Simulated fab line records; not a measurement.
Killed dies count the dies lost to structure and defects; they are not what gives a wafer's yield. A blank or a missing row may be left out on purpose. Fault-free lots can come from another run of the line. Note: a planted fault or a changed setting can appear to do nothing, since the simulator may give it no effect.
Chamber matching	flow nandHarc	NHARC_P_M2_DEP_33 on pecvd-03: 3 sister chambers
The step deposits SiCN, target thk 30 nm. 16 wafers are shown with their chamber, then 7 later ones without.

WAFERS PAIRED WITH THEIR CHAMBERS
wafer	chamber	heaterPowerW (W)
L103.1	1	444
L103.4	0	614
L103.5	1	453
L107.3	0	530
L107.4	0	522
L107.5	1	525
L108.3	1	512
L108.5	2	413
L109.1	1	464
L109.2	0	527
L109.3	2	467
L116.1	0	619
L116.4	1	497
L116.5	2	449
L121.2	0	509
L121.3	1	500

SIGNATURES (means of the wafers above)
reading	chamber 0	chamber 1	chamber 2	scatter within a chamber
heaterPowerW	553.50	485.00	443.00	38.8
Rule: distance of a wafer from a chamber = root of the sum over the readings of ((wafer's reading minus chamber's mean) / reading's scatter) squared. The wafer belongs to the nearest chamber; if the next one is less than 2 further off, it can't be placed. The scatter: the root of (the sum of the squares of (reading less its chamber's mean) over the shown wafers, divided by (wafers less chambers)).

WAFERS MISSING THEIR CHAMBER
wafer	heaterPowerW (W)
L121.6	519
L122.2	454
L122.3	572
L122.4	484
L124.2	540
L124.5	481
L124.6	538

WHICH CHAMBER EACH WENT THROUGH
wafer	from the rows above	in truth
L121.6	can't be placed: 1 or 0 or 2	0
L122.2	can't be placed: 2 or 1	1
L122.3	can't be placed: 0 or 1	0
L122.4	can't be placed: 1 or 2 or 0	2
L124.2	can't be placed: 0 or 1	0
L124.5	can't be placed: 1 or 2 or 0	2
L124.6	can't be placed: 0 or 1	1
Correctly placed: 0 of 7. Cannot be placed on the basis of these rows: 7; the candidates contain the true chamber in 7. Placed wrongly: 0.
